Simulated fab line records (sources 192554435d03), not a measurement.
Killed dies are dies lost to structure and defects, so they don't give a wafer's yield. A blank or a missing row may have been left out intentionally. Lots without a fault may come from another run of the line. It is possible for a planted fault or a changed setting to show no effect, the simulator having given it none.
Split-lot study	flow n5 finfet	route with 1938 steps; 7 lots, 21 wafers read

## SPLIT DETAILS
At N5_BEOL_M15_COAT_22 (resist thk 800 nm), the setting spin rpm was moved away from the recipe's 1704 rpm on 11 of the 21 wafers read, by -10.2% to +9.8%. For the rest of the wafers, this setting stayed at what the recipe calls for.

## FROM THE SPLIT TO THE READING: what the file shows between them, 3 steps
- N5_BEOL_M15_EBR_24
- N5_BEOL_M15_SOFTBAKE_23: time 60 s
- N5_BEOL_M15_DESCUM_33: chemistry O2, time 7.9 s

## THE READING
coat_of_BEOL_M15_COAT_22.thk nm (the simulator's own value, which no gauge read), in nm, at N5_BEOL_M15_ETCH_61 (etches BARC in N2/H2, target depth 89 nm, overetch 26.7 nm, time 67.9 s). No usual value for it is given in the file. Average 717.3 nm, standard deviation 4.9 nm, over the 10 wafers here run with the recipe.

wafer	tool, chamber at the split	spin rpm as run, rpm	against the recipe	coat_of_BEOL_M15_COAT_22.thk nm, nm	against lot-mates on the recipe
L074.1	litho track-01, 0	1704	recipe	711.4	-
L074.3	litho track-01, 0	1871	+9.8%	678.8	-32.6
L074.5	litho track-01, 0	1871	+9.8%	679	-32.4
L077.3	litho track-04, 0	1704	recipe	719.6	-
L077.4	litho track-04, 0	1820	+6.8%	693.2	-26.4
L077.5	litho track-04, 0	1820	+6.8%	689.6	-30.0
L081.3	litho track-01, 0	1531	-10.2%	753.4	+39.7
L081.5	litho track-01, 0	1704	recipe	714.4	-
L081.6	litho track-01, 0	1704	recipe	713	-
L085.3	litho track-03, 0	1704	recipe	714.6	-
L085.4	litho track-03, 0	1704	recipe	714.6	-
L085.5	litho track-03, 0	1704	recipe	714	-
L089.1	litho track-03, 0	1704	recipe	726.8	-
L089.3	litho track-03, 0	1786	+4.8%	700	-24.5
L089.5	litho track-03, 0	1704	recipe	722.2	-
L093.2	litho track-04, 0	1572	-7.7%	754.4	+31.6
L093.5	litho track-04, 0	1704	recipe	722.8	-
L093.6	litho track-04, 0	1572	-7.7%	755.6	+32.8
L096.1	litho track-04, 0	1622	-4.8%	733.2	no lot-mate on the recipe
L096.2	litho track-04, 0	1622	-4.8%	737.2	no lot-mate on the recipe
L096.5	litho track-04, 0	1622	-4.8%	738	no lot-mate on the recipe

FIT RESULTS
A straight line over all 21 wafers: coat_of_BEOL_M15_COAT_22.thk nm changes by -4.01 nm for each +1% of spin rpm; r = -0.98; the points scatter about the line by 4.4 nm.
The same after taking each lot's own level away (the mean of its wafers on the recipe; 18 wafers): -3.85 nm for each +1%; r = -0.99; scatter 2.8 nm.
Per that fit: largest spin rpm move, reading shift of 39 nm.
The lots' own levels span 711.40 to 724.50 nm, that is 2.7 times the standard deviation above.
Consequently the slope shifts little with the lot-to-lot level, the two slopes agreeing.
Check: +39.3 nm against its lot-mates is what the line predicts for one of the wafers moved furthest among these (-10.2%) when that wafer is left out of the fit. Against them it came out at +39.7 nm.

## OTHER SPLITS ON THESE WAFERS
Before the reading, these wafers also passed through other splits. Each is held against what the fit with the lots' levels taken away leaves over:
other split on the same wafers	wafers away from the commonest value	r with coat_of_BEOL_M15_COAT_22.thk nm (lot level and that fit taken away)
N5_BEOL_M7_ETCH_41 source w	12	+0.53
N5_BEOL_M8_ETCH_66 bias w	8	-0.12
N5_BEOL_M9_ETCH_66 time s	9	-0.30
N5_BEOL_M10_COAT_64 spin rpm	5	+0.19
N5_BEOL_M10_EXPOSE_25 dose mj	5	+0.22
N5_BEOL_M11_DEP_56 time s	10	+0.08
N5_BEOL_M13_ETCH_59 bias w	9	-0.43
N5_BEOL_M15_ILD_DEP_00 time s	8	-0.26
N5_BEOL_M15_COAT_58 spin rpm	7	+0.16

## THE WHOLE CHAIN: every reading that the file lists as answering this split, in the file's order
step	what it does	reading	change (the file's fit)	r (the file's)
N5_BEOL_M15_COAT_22	resist thk 800 nm	coat_of_BEOL_M15_COAT_22.thk nm (the simulator's own value, which no gauge read)	-4.03 nm for each +1% of the setting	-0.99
N5_BEOL_M15_ETCH_61	etches BARC in N2/H2, target depth 89 nm, overetch 26.7 nm, time 67.9 s	coat_of_BEOL_M15_COAT_22.thk nm (the simulator's own value, which no gauge read)	-3.9 nm for each +1% of the setting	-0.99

## FILE'S OWN FIT
coat_of_BEOL_M15_COAT_22.thk nm changes by -3.9 nm for each +1% of spin rpm, r = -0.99.
